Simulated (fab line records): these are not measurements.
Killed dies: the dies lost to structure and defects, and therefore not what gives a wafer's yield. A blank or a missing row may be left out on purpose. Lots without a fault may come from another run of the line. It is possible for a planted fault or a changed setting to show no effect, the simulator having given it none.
Problem report in the 8D (eight disciplines) form, filled by code    flow nand harc    the parts of the form that need people (team, actions taken, sign-off) are left out

1. WHAT WENT WRONG
Wafers without a fault read 61.7 s, standard deviation 0.39; run length s at NHARC_A_STAIRCASE_ETCH_17 reads a mean of 75.3 s on 2 wafers belonging to 2 lots. That puts it +35 standard deviations away from the usual mean.
The step: etches the open film in C4F8/O2, target depth 100 nm, time 40.5 s.
First observed at day 19 02:25: wafer L833.1, on rie diel-03. Wafers with a number at this step in the record: 42, from 14 lots. Rule for "out" (also "out of limits"): further than 4 standard deviations from the usual mean. Any other wafer with a number is counted as sound.

2. WHAT IT IS, WHAT IT ISN'T
question                     is                 is not
which readings at this step  run length s       oes product au, rf vpp V
which lots                   L833, L836         L824, L825, L826, L827, L828, L835, L839, L840, L842, L843, L844, L847
which wafers of those lots   L833.1, L836.4     L833.4, L833.5, L836.2, L836.3
read on which tools          rie diel-03        rie diel-02, rie diel-13
when                         from day 19 02:25  up to then (17 sound wafers); but 23 sound wafers of L835, L836, L839, L840, L842, L843, L844, L847 came after

3. WHAT RULES OUT EACH SUSPECT
Counting: if a tool at a process step up to the reading ran every lot that is out, it stays a suspect. Sound lots after the first of them don't rule it out here, since some wafers of a struck lot are sound.
- rie diel-03 at NHARC_A_STAIRCASE_TRIM_14 (chemistry O2, time 211.2 s): kept. Ran every lot that is out, first one L833 (day 19 02:25); last sound lot up to then L828 (day 17 09:17). NHARC_A_STAIRCASE_TRIM_14: start missing for some lots; hours and lot order therefore follow NHARC_A_STAIRCASE_ETCH_17.
- rie diel-03 at NHARC_A_STAIRCASE_ETCH_17 (etches the open film in C4F8/O2, target depth 100 nm, time 40.5 s): kept. Ran every lot that is out, first one L833 (day 19 02:25); last sound lot up to then L828 (day 17 09:17). On those wafers its own readings are out: run length s.
- Within rie diel-03 at NHARC_A_STAIRCASE_ETCH_17: the wafers that are out ran in chamber 0; their sound lot-mates ran in chambers 1, 2, 3.
The count leaves rie diel-03 at NHARC_A_STAIRCASE_ETCH_17 and rie diel-03 at NHARC_A_STAIRCASE_TRIM_14.

4. THE CAUSE (what the simulator had put in)
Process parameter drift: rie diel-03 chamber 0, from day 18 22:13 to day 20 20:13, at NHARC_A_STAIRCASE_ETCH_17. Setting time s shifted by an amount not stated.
Of the 2 suspects that counting leaves, this tool is one.

5. THE CHAIN OF EFFECTS, in route order
Rows list readings where the struck wafers' mean (over those with a number) sits beyond 3 standard deviations from the usual. Scope: only readings with a usual standard deviation given in the record; hours: median across lots of the time from each lot's start at the first step in this table that gives one to its start at this step; sigmas: change in usual standard deviations.
hours  step                       reading       usual   on struck wafers  change  sigmas
0      NHARC_A_STAIRCASE_ETCH_17  run length s  61.7 s  75.3              +13.6   +35
Its process steps:
- NHARC_A_STAIRCASE_ETCH_17: etches the open film in C4F8/O2, target depth 100 nm, time 40.5 s.

6. WHAT WOULD HAVE CAUGHT IT SOONER
First out-of-limits reading in this record: day 19 02:25, which is 4 hours after fault onset at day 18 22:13.
